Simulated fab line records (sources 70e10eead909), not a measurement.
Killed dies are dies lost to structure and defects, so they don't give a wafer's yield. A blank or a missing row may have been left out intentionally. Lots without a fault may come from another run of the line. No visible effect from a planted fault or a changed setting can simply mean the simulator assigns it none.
Chamber matching -- flow nand harc -- NHARC_A_M1_PRE_CLEAN_32 on pecvd-04 has 3 sister chambers
The step time 12 s. 6 wafers are shown with their chamber, then 10 later ones without.

WAFERS, EACH WITH ITS CHAMBER
wafer,chamber,heater power w (W)
L088.1,0,786
L089.2,1,613
L089.4,0,679
L090.2,1,682
L091.2,2,753
L091.4,2,725

WAFERS WHOSE CHAMBER IS MISSING
wafer,heater power w (W)
L091.5,652
L092.1,581
L092.2,829
L092.4,577
L094.1,694
L094.2,615
L094.3,760
L094.4,633
L094.5,753
L094.6,705

THE CHAMBER EACH PASSED THROUGH
wafer,from the rows above,in truth
L091.5,can't be placed: 1 or 0 or 2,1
L092.1,can't be placed: 1 or 0 or 2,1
L092.2,can't be placed: 2 or 0 or 1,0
L092.4,can't be placed: 1 or 0 or 2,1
L094.1,can't be placed: 0 or 2 or 1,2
L094.2,can't be placed: 1 or 0 or 2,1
L094.3,can't be placed: 2 or 0 or 1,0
L094.4,can't be placed: 1 or 0 or 2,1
L094.5,can't be placed: 2 or 0 or 1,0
L094.6,can't be placed: 0 or 2 or 1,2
0 of 10 placed correctly. Unplaceable from these rows: 10, with the true chamber sitting among the candidates in 10. Placed wrongly: 0.
How it was worked out, from the rows above alone: a wafer's distance from a chamber is the root of the sum, over the readings, of the square of ((its reading less the chamber's mean) divided by the reading's scatter). The wafer belongs to the nearest chamber; if the next one is less than 2 further off, it can't be placed. Each chamber's mean is taken over the wafers shown for it. The scatter is the square root of a quotient: the sum, over the shown wafers, of each reading's squared deviation from its chamber's mean, divided by wafers minus chambers.
